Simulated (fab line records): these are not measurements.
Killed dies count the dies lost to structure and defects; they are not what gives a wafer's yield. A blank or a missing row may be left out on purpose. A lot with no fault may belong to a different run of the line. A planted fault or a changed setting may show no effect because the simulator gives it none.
Chamber matching -- flow n5-finfet -- cvd-co-02 running N5_MOL_CONTACT_COAG_CO_FILL_22: 3 sister chambers
The step material Co, precursor CCTBA/H2, target thk 20 nm. 3 wafers are shown with their chamber, then 8 later ones without.

== WAFERS WITH THEIR CHAMBER ==
wafer,chamber,heater-power-w (W)
L087.3,1,240
L087.6,2,262
L090.1,0,236

== WAFERS WHOSE CHAMBER IS MISSING ==
wafer,heater-power-w (W)
L090.2,252
L090.4,231
L092.1,240
L092.3,257
L092.4,232
L095.4,258
L095.5,230
L095.6,235

== THE CHAMBER EACH PASSED THROUGH ==
wafer,from the rows above,in truth
L090.2,can't be placed: 2 or 1 or 0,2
L090.4,can't be placed: 0 or 1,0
L092.1,can't be placed: 1 or 0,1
L092.3,2,2
L092.4,can't be placed: 0 or 1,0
L095.4,2,2
L095.5,can't be placed: 0 or 1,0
L095.6,can't be placed: 0 or 1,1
Correctly placed: 2 of 8. Cannot be placed on the basis of these rows: 6; the candidates contain the true chamber in 6. Placed wrongly: 0.
How it was worked out, from the rows above alone: a wafer's distance from a chamber is the root of the sum, over the readings, of the square of ((its reading less the chamber's mean) divided by the reading's scatter). If the next closest chamber is less than 2 further off than the closest, the wafer can't be placed; otherwise it belongs to the closest. Each chamber's mean is taken over the wafers shown for it. The scatter: with one shown wafer a chamber, the root of the mean of the squares of how far each hidden wafer lies from its nearest shown one.
